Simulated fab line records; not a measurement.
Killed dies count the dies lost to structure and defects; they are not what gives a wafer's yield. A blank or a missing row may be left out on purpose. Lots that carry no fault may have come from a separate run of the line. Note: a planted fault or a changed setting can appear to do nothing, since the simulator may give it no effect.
Comparing a struck lot with a sound one || flow nandHarc || 19 steps out of a route of 1302
Sound: wafers L414.3, L414.4, L414.5. Struck: wafers L423.2, L423.4. (L423.5 of the same lot was not struck and is left out.) The cause comes at the end.
For every step that has rows: the tool of each side, followed by ch and its chambers, followed by its first start. Under that, the readings that differ: sound wafers || struck wafers || difference of the means || sigmas: that difference in standard deviations of wafers without a fault.
alike: words and numbers the same on both sides, and readings whose means are apart by under 2 such deviations; not compared: readings that were withheld, readings missing a value for some wafer, numbers with overlapping values and no deviation given by the record, and bounds like >300 which may hide the same value.
Wherever a step has rows on one side only, a row that says differs or no value, or a row with sigmas, the two part there. Numbers that have no deviation but don't overlap get no sigmas and don't part them. Lack of a reading on every wafer of one side parts them only where that side has two or more wafers.

first, 1 step without rows for these wafers: NHARC_A_CONTACT_SRD_22.
NHARC_A_CONTACT_INSPECT_23:
  sound on defectInspect-01 at day 22 23:49; struck on defectInspect-01 at day 27 05:20
  alike: rawDefectCount
then, 9 steps without rows for these wafers: NHARC_A_BLC_DEHYDRATE_00 (time 120 s); NHARC_A_BLC_HMDS_01 (time 30 s); NHARC_A_BLC_COAT_02 (time 75 s); NHARC_A_BLC_COAT_03 (time 65 s); NHARC_A_BLC_COAT_04 (resist thk 90 nm); NHARC_A_BLC_SOFTBAKE_05 (time 55 s); NHARC_A_BLC_EBR_06; NHARC_A_BLC_EXPOSE_07 (exposes mask A BLC, target cd 100 nm); NHARC_A_BLC_PEB_08 (peb time 65 s).
NHARC_A_BLC_DEVELOP_09: develop time 35 s.
  sound on lithoTrack-04 ch 0, day 23 00:00; struck on lithoTrack-01 ch 0, day 27 05:00
NHARC_A_BLC_CD_MEAS_10 targets a cd of 100 nm.
  sound on cdSem-02 ch 0, day 23 00:23; struck on cdSem-01 ch 0, day 27 05:43
{"reading": "cdNm (nm)", "sound": "101.2 101.0 101.1", "struck": "96.8 97.4", "difference": -4.0, "sigmas": -6}
NHARC_A_BLC_OVL_MEAS_11:
  sound on overlay-02 at day 23 00:29; struck on overlay-01 at day 27 05:48
  alike: overlayXNm, overlayYNm
NHARC_A_BLC_INSPECT_12:
  sound on defectInspect-02 at day 23 00:31; struck on defectInspect-01 at day 27 05:50
  alike: rawDefectCount
NHARC_A_BLC_DESCUM_15: chemistry O2, time 3 s.
  sound on rieDiel-05 ch 0,1,2, day 23 00:34; struck on rieDiel-06 ch 2,3, day 27 05:54
{"reading": "drypumpMotorCurrentA (A)", "sound": "6.3 5.5 6.6", "struck": "4.7 5.5", "difference": -1.0, "sigmas": -2}
{"reading": "model.A_BLC.cdNm (nm)", "sound": "100.5 100.6 100.6", "struck": "96.28 96.84", "difference": -4.01, "sigmas": ""}
  alike: oesProductAu, rfVppV, showerheadPlenumPTorr, throttleValvePct
  not compared: rfHoursCounterH
NHARC_A_BLC_ETCH_16: etches the open film in CF4, target depth 39 nm, time 65 s.
  sound on rieDiel-05 ch 0,1,3, day 23 00:40; struck on rieDiel-06 ch 2,3, day 27 05:59
{"reading": "model.A_BLC.cdNm (nm)", "sound": "99.96 100.5 100.6", "struck": "96.27 97.14", "difference": -3.65, "sigmas": ""}
  alike: drypumpMotorCurrentA, oesProductAu, rfVppV, showerheadPlenumPTorr, throttleValvePct
  not compared: rfHoursCounterH
NHARC_A_BLC_ETCH_17: etches the open film in N2/H2, target depth 390 nm, time 609.38 s.
  sound: rieDiel-05 ch 1,2,3; struck: rieDiel-06 ch 1,3
  alike: drypumpMotorCurrentA, oesProductAu, rfVppV, showerheadPlenumPTorr, throttleValvePct
  not compared: rfHoursCounterH
NHARC_END_SORT_01:
  only the struck wafers appear in the record here, on prober-01 ch 0 at day 29 03:11; the sound ones have no rows

== WHERE THEY PART ==
Last at NHARC_END_SORT_01 as far as this record goes, first at NHARC_A_BLC_CD_MEAS_10.

WHY: what had been put in by the simulator
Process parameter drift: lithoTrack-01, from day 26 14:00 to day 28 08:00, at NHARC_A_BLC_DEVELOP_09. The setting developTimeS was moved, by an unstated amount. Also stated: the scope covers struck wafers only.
